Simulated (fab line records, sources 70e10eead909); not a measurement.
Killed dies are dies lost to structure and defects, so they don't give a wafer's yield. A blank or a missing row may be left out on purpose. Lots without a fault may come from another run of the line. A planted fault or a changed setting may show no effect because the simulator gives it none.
A struck lot beside a sound one | flow nand_harc | 15 steps out of a route of 1302
Sound: wafers L646.2, L646.3, L646.4. Struck: wafer L641.3. (L641.4, L641.6 of the same lot were not struck and are left out.) The cause comes at the end.
At each step with rows: each side's tool, then ch and its chambers, then its first start. Under that, the readings that differ: sound wafers | struck wafers | difference of the means | sigmas: that difference in standard deviations of wafers without a fault.
alike: readings whose means differ by less than 2 such deviations, and words and numbers that are the same on both sides. not compared: withheld readings, readings that some wafer has no value for, bounds like >300 that may hide the same value, and numbers for which the record gives no deviation and whose values overlap.
The two part at a step that has a row with sigmas, a row that says differs or no value, or rows on one side only. Numbers that don't overlap but have no deviation are shown without sigmas and don't part them. A reading that every wafer of one side lacks parts them only if that side has two wafers or more.

first, 7 steps without rows for these wafers: NHARC_P_BONDPAD_COAT_36 (time 65 s); NHARC_P_BONDPAD_COAT_03 (resist thk 600 nm); NHARC_P_BONDPAD_SOFTBAKE_04 (time 70 s); NHARC_P_BONDPAD_EBR_05; NHARC_P_BONDPAD_EXPOSE_06 (exposes mask P BPAD); NHARC_P_BONDPAD_PEB_07 (peb time 80 s); NHARC_P_BONDPAD_DEVELOP_08 (time 50 s).
NHARC_P_BONDPAD_CD_MEAS_09: target cd 500 nm.
  sound on cd_sem-03 ch 0, day 14 05:47; struck on cd_sem-03 ch 0, day 12 11:32
  alike: cd_nm
NHARC_P_BONDPAD_OVL_MEAS_38:
  sound on overlay-02, day 14 05:52; struck on overlay-01, day 12 11:37
  alike: overlay_x_nm, overlay_y_nm
then, 1 step without rows for these wafers: NHARC_P_BONDPAD_HARDBAKE_10 (time 65 s).
NHARC_P_BONDPAD_DESCUM_11: chemistry O2, time 3 s.
  sound on rie_diel-13 ch 1,2,3, day 14 05:59; struck on rie_diel-02 ch 0, day 12 11:45
  alike: chamber_pressure_mTorr, drypump_motor_current_A, oes_product_au, rf_vpp_V, showerhead_plenum_p_Torr, throttle_valve_pct
  not compared: rf_hours_counter_h
NHARC_P_BONDPAD_ETCH_37: etches the open film in N2/H2, target depth 60 nm, overetch 18 nm, time 65.91 s.
  sound on rie_diel-13 ch 0,1,2, day 14 06:05; struck on rie_diel-02 ch 1, day 12 11:50
  reading                        | sound                | struck | difference | sigmas
  chamber_pressure_mTorr (mTorr) | 29.991 30.031 30.021 | 29.958 | -0.056     | -2
  rf_hours_counter_h (h)         | 5.0 2.8 4.7          | 1.2    | -3.0       |
  alike: drypump_motor_current_A, n2_flow_sccm, oes_product_au, rf_fwd_power_W, rf_vpp_V, showerhead_plenum_p_Torr, throttle_valve_pct
NHARC_P_BONDPAD_ETCH_12: etches the open film in CHF3/O2, target depth 200 nm, time 100 s.
  sound on rie_diel-13 ch 0,1,2, day 14 06:10; struck on rie_diel-02 ch 2, day 12 11:56
  reading               | sound             | struck | difference | sigmas
  oes_product_au (a.u.) | 0.928 0.929 0.921 | 1.130  | +0.204     | +9
  rf_fwd_power_W (W)    | 493.0 497.0 496.1 | 693.7  | +198.3     | +99 or more
  alike: chamber_pressure_mTorr, drypump_motor_current_A, rf_vpp_V, showerhead_plenum_p_Torr, throttle_valve_pct
  not compared: rf_hours_counter_h
NHARC_P_BONDPAD_CD_MEAS_13:
  sound on cd_sem-03, day 14 06:19; struck on cd_sem-01, day 12 12:04
  alike: cd_nm
-- the record jumps here: 19 days lie between the struck wafers' starts before and after (it left off in module P_BONDPAD and takes up again in module END, whose first step shown is number 1302 of the route) --
NHARC_END_SORT_01:
  sound on prober-01 ch 0, day 32 08:20; struck on prober-02 ch 0, day 31 09:47
  alike: defect_limited_yield, killed_at_array, killed_at_other, killed_at_periphery, killed_dies, killed_open, killed_short

WHERE THEY PART
First at NHARC_P_BONDPAD_ETCH_37; last, within this record, at NHARC_P_BONDPAD_ETCH_12. Later steps at which nothing parts them and some readings are alike: NHARC_P_BONDPAD_CD_MEAS_13, NHARC_END_SORT_01.

WHY: what the simulator had put in
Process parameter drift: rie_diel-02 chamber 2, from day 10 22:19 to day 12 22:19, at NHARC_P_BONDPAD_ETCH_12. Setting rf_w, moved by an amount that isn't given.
